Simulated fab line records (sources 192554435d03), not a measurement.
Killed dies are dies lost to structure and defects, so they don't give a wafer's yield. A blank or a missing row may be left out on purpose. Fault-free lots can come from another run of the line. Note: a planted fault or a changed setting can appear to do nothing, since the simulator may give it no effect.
Which tool did it? | flow n5 finfet | 11 lots, 32 wafers sampled, at 5 steps of a route of 1938

## WHAT THE GAUGES READ, wafer by wafer
N5_BEOL_M5_CD_MEAS_35: target cd 28 nm, target cd y 24 nm.
lot  | measured     | on        | cd nm (nm)
L222 | day 8 01:50  | cd sem-03 | 27.8 28.1 28.4
L226 | day 9 01:20  | cd sem-02 | 28.2 28.2 27.8
L227 | day 9 12:22  | cd sem-02 | 28.2 28.3 27.5
L229 | day 9 22:27  | cd sem-02 | 28.6 28.0
L231 | day 10 10:04 | cd sem-03 | 27.7 27.7 28.4
L238 | day 12 07:05 | cd sem-01 | 27.8 27.6 27.5
L239 | day 12 14:41 | cd sem-01 | 27.5 27.4 27.2
L240 | day 13 03:11 | cd sem-02 | 28.4 27.9 28.0
L242 | day 13 03:40 | cd sem-01 | 27.6 27.9 27.5
L241 | day 13 06:31 | cd sem-03 | 27.6 27.8 27.2
L243 | day 13 07:35 | cd sem-03 | 28.3 28.4 28.0

N5_BEOL_M5_RS_MEAS_57: measures by four-point-probe.
lot  | measured     | on            | M5_RS (ohm/sq)
L222 | day 8 08:55  | film metro-02 | 0.395 0.401 0.392
L226 | day 9 11:12  | film metro-02 | 0.405 0.410 0.392
L227 | day 9 21:01  | film metro-01 | 0.391 0.392 0.382
L229 | day 10 05:57 | film metro-02 | 0.385 0.381
L231 | day 10 16:40 | film metro-01 | 0.382 0.380 0.386
L238 | day 12 13:51 | film metro-01 | 0.388 0.396 0.378
L239 | day 12 23:08 | film metro-01 | 0.385 0.378 0.377
L240 | day 13 09:31 | film metro-02 | 0.412 0.403 0.396
L242 | day 13 10:12 | film metro-01 | 0.410 0.376 0.397
L241 | day 13 13:13 | film metro-02 | 0.398 0.374 0.402
L243 | day 13 19:57 | film metro-02 | 0.383 0.400 0.379

## TOOL THAT RAN EACH LOT (tool first, then ch and the chambers of the sampled wafers, then the start)
lot  | N5_BEOL_M5_ECD_50              | N5_BEOL_M5_CMP_52             | N5_BEOL_M5_PRE_CLEAN_77
L222 | ecd cu-02 ch 0,1, day 8 07:25  | cmp-03 ch 1,2,3, day 8 08:22  | cvd co-02 ch 0,1,2, day 8 08:41
L226 | ecd cu-02 ch 0,1, day 9 06:53  | cmp-01 ch 1,2, day 9 10:38    | cvd co-01 ch 0,1,2, day 9 10:59
L227 | ecd cu-02 ch 0,1, day 9 17:45  | cmp-04 ch 0,1,3, day 9 20:32  | cvd co-02 ch 1,2, day 9 20:47
L229 | ecd cu-02 ch 0,1, day 10 04:13 | cmp-03 ch 0,3, day 10 05:22   | cvd co-01 ch 0,2, day 10 05:43
L231 | ecd cu-02 ch 0,1, day 10 15:33 | cmp-04 ch 1,2,3, day 10 16:07 | cvd co-01 ch 0,2, day 10 16:26
L238 | ecd cu-01 ch 0,1, day 12 12:49 | cmp-03 ch 1,2, day 12 13:18   | cvd co-02 ch 0,2, day 12 13:38
L239 | ecd cu-02 ch 0,1, day 12 21:56 | cmp-04 ch 0,1,2, day 12 22:35 | cvd co-02 ch 0,1, day 12 22:55
L240 | ecd cu-01 ch 0,1, day 13 08:34 | cmp-01 ch 1,2,3, day 13 08:57 | cvd co-01 ch 0,1, day 13 09:17
L242 | ecd cu-02 ch 0,1, day 13 09:16 | cmp-03 ch 0,1,2, day 13 09:41 | cvd co-01 ch 0,1,2, day 13 09:59
L241 | ecd cu-02 ch 0,1, day 13 12:05 | cmp-01 ch 0,1,3, day 13 12:42 | cvd co-02 ch 0,1, day 13 12:59
L243 | ecd cu-02 ch 0,1, day 13 19:01 | cmp-03 ch 0,1,2, day 13 19:26 | cvd co-01 ch 1,2, day 13 19:43
- N5_BEOL_M5_ECD_50: material Cu, target thk 300 nm.
- N5_BEOL_M5_CMP_52: polishes, stops on SiCOH lowk, t overpolish 6.9 s, target thk 62 nm.
- N5_BEOL_M5_PRE_CLEAN_77: time 15 s.

## WHAT THE TOOLS THEMSELVES READ (means of the sampled wafers that have a number; where no wafer has one, the mark that the record gives instead)
N5_BEOL_M5_CMP_52.
lot  | tool   | clearing platen rpm (rpm) | motor current A (A) | pad life wafers | platen rpm (rpm) | time to endpoint s (s)
L222 | cmp-03 | 50.01                     | 5.8                 | 931             | 49.97            | 59.3
L226 | cmp-01 | 49.99                     | 6.3                 | 258             | 50.03            | 60.4
L227 | cmp-04 | 50.01                     | 6.0                 | 710             | 49.99            | 75.1
L229 | cmp-03 | 49.97                     | 5.8                 | 1362            | 49.95            | 77.0
L231 | cmp-04 | 49.98                     | 5.8                 | 836             | 49.98            | 74.4
L238 | cmp-03 | 50.03                     | 6.2                 | 1908            | 50.02            | 63.4
L239 | cmp-04 | 49.98                     | 6.1                 | 1129            | 50.01            | 63.5
L240 | cmp-01 | 49.99                     | 6.2                 | 913             | 50.01            | 62.4
L242 | cmp-03 | 50.01                     | 6.3                 | 2060            | 49.99            | 62.7
L241 | cmp-01 | 50.01                     | 5.9                 | 938             | 49.99            | 58.3
L243 | cmp-03 | 50.00                     | 6.4                 | 56              | 49.98            | 62.5

N5_BEOL_M5_PRE_CLEAN_77.
lot  | tool      | heater power w (W)
L222 | cvd co-02 | 84
L226 | cvd co-01 | 80
L227 | cvd co-02 | 82
L229 | cvd co-01 | 70
L231 | cvd co-01 | 69
L238 | cvd co-02 | 95
L239 | cvd co-02 | 80
L240 | cvd co-01 | 82
L242 | cvd co-01 | 81
L241 | cvd co-02 | 81
L243 | cvd co-01 | 81

## THE ANSWER, worked out from the rows above alone
Rule: usual is defined by the lots themselves. The widest of any qualifying gaps counts: lots, ordered by their means at a reading, are off when they make up no more than a third of the lots, leave a main group of 4 or more, and stand apart from it by 3 or more times the standard deviation of that group's means. A main group whose means are all the same, to the digits that the tables above print for the reading, isn't used. A lot without any number at a reading at which 4 lots or more have one is off too. Any other lot the step has rows for is counted as sound. Order of review: gauges by route order, followed by the tools' own readings, for which a lot's mean as printed above is used. The first step at which some lot is off is used, and at that step the reading that is off furthest; a lot without a number counts as furthest.
Off: L227, L229, L231 (N5_BEOL_M5_CMP_52, time to endpoint s). Mean 61.6 s and standard deviation 1.8 in the main group.
If a tool, at that step or one of the process steps before it, ran each lot that is off and ran no sound lot following the first of them, it fits. Of those tried, none fits.

## WHAT THE SIMULATOR HAD INSERTED
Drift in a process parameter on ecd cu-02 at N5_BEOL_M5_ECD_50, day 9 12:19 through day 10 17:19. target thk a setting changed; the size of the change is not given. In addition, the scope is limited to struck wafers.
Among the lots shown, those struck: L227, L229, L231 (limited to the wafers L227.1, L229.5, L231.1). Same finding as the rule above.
